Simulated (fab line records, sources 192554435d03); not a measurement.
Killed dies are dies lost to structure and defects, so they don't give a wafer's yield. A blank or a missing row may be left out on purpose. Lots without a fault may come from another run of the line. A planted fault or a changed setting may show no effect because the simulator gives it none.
Split-lot experiment | flow n5_finfet | 7 lots, 21 wafers read, on a route of 1938 steps

THE SPLIT
At N5_BEOL_M2_COAT_67 (time 60 s, resist thk 60 nm), the setting spin_rpm was moved away from the recipe's 1500 rpm on 5 of the 21 wafers read, by -10.8% to +6.3%. The other wafers ran this setting at the recipe's value.

FROM THE SPLIT TO THE READING: what the file shows between them, 7 steps
- N5_BEOL_M2_COAT_68: time 60 s, resist thk 12 nm
- N5_BEOL_M2_COAT_76: time 60 s, resist thk 5 nm
- N5_BEOL_M2_ALD_98: deposits SiO2, target thk 2.5 nm, pulse time 1 s, co reactant pulse time 1 s
- N5_BEOL_M2_ETCHBACK_99: etches SiO2 in CHF3, target depth 5 nm, time 10.4 s
- N5_BEOL_M2_ETCH_70: etches SOC in N2/H2, target depth 80 nm, overetch 24 nm, time 130 s
- N5_BEOL_M2_STRIP_71: strips in N2/H2
- N5_BEOL_M2_STRIP_78: strips in N2/H2

THE READING
SOC_of_BEOL_M2_COAT_67.thk_nm (the simulator's own value, which no gauge read), in nm, at N5_BEOL_M2_VIA_ETCH_34 (etches the open film in C4F6/O2, target depth 69.4 nm, time 65.9 s). The file gives no usual value for it. The 16 wafers here that ran the recipe average 52.0 nm, standard deviation 0.29 nm.

wafer  | tool, chamber at the split | spin_rpm as run, rpm | against the recipe | SOC_of_BEOL_M2_COAT_67.thk_nm, nm | against lot-mates on the recipe
L075.2 | litho_track-01, 0          | 1500                 | recipe             | 52.2                              | -
L075.4 | litho_track-01, 0          | 1500                 | recipe             | 51.8                              | -
L075.6 | litho_track-01, 0          | 1500                 | recipe             | 51.8                              | -
L085.2 | litho_track-02, 0          | 1581                 | +5.4%              | 50.2                              | -1.2
L085.3 | litho_track-02, 0          | 1581                 | +5.4%              | 50.4                              | -1.0
L085.5 | litho_track-02, 0          | 1500                 | recipe             | 51.4                              | -
L087.1 | litho_track-02, 0          | 1500                 | recipe             | 51.8                              | -
L087.2 | litho_track-02, 0          | 1500                 | recipe             | 52.2                              | -
L087.3 | litho_track-02, 0          | 1500                 | recipe             | 51.6                              | -
L092.2 | litho_track-01, 0          | 1595                 | +6.3%              | 50.2                              | -1.7
L092.5 | litho_track-01, 0          | 1500                 | recipe             | 52.2                              | -
L092.6 | litho_track-01, 0          | 1500                 | recipe             | 51.6                              | -
L093.1 | litho_track-04, 0          | 1500                 | recipe             | 52.2                              | -
L093.4 | litho_track-04, 0          | 1500                 | recipe             | 52.2                              | -
L093.6 | litho_track-04, 0          | 1500                 | recipe             | 52.4                              | -
L097.1 | litho_track-02, 0          | 1338                 | -10.8%             | 55.2                              | +3.2
L097.2 | litho_track-02, 0          | 1500                 | recipe             | 52                                | -
L097.4 | litho_track-02, 0          | 1338                 | -10.8%             | 55.6                              | +3.6
L094.2 | litho_track-01, 0          | 1500                 | recipe             | 52.2                              | -
L094.4 | litho_track-01, 0          | 1500                 | recipe             | 52.2                              | -
L094.6 | litho_track-01, 0          | 1500                 | recipe             | 51.6                              | -

THE FIT
A straight line over all 21 wafers: SOC_of_BEOL_M2_COAT_67.thk_nm changes by -0.311 nm for each +1% of spin_rpm; r = -0.98; the points scatter about the line by 0.28 nm.
The same after taking each lot's own level away (the mean of its wafers on the recipe; 21 wafers): -0.289 nm for each +1%; r = -0.98; scatter 0.26 nm.
On that fit, the largest move of spin_rpm shifts the reading by 3.1 nm.
The lots' own levels span 51.40 to 52.27 nm, that is 3.0 times the standard deviation above.
So the lot-to-lot level changes the slope little: the two slopes agree.
Check: with one of the wafers moved furthest among these (-10.8%) left out of the fit, the line predicts +3.19 nm for it against its lot-mates. It came out at +3.2 nm against them.

OTHER SPLITS ON THESE WAFERS
These wafers also went through other splits before the reading. Each is held against what the fit with the lots' levels taken away leaves over:
other split on the same wafers    | wafers away from the commonest value | r with SOC_of_BEOL_M2_COAT_67.thk_nm (lot level and that fit taken away)
N5_BEOL_M0_SAQP_HM_DEP_111 time_s | 8                                    | +0.02
N5_BEOL_M0_SAQP_COAT_105 spin_rpm | 7                                    | -0.16
N5_BEOL_M1_ILD_DEP_00 time_s      | 9                                    | +0.15
N5_BEOL_M1_COAT_61 spin_rpm       | 4                                    | -0.32
N5_BEOL_M1_ETCH_70 time_s         | 9                                    | -0.44
N5_BEOL_M2_ETCH_74 source_w       | 4                                    | -0.12

THE WHOLE CHAIN: every reading that the file lists as answering this split, in the file's order
step                   | what it does                                                        | reading                                                                        | change (the file's fit)               | r (the file's)
N5_BEOL_M2_COAT_67     | time 60 s, resist thk 60 nm                                         | SOC_of_BEOL_M2_COAT_67.thk_nm (the simulator's own value, which no gauge read) | -0.305 nm for each +1% of the setting | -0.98
N5_BEOL_M2_ETCH_70     | etches SOC in N2/H2, target depth 80 nm, overetch 24 nm, time 130 s | etch.depth_nm (the simulator's own value, which no gauge read)                 | -0.309 nm for each +1% of the setting | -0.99
N5_BEOL_M2_VIA_ETCH_34 | etches the open film in C4F6/O2, target depth 69.4 nm, time 65.9 s  | SOC_of_BEOL_M2_COAT_67.thk_nm (the simulator's own value, which no gauge read) | -0.287 nm for each +1% of the setting | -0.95

THE FILE'S OWN FIT
SOC_of_BEOL_M2_COAT_67.thk_nm changes by -0.287 nm for each +1% of spin_rpm, r = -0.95.
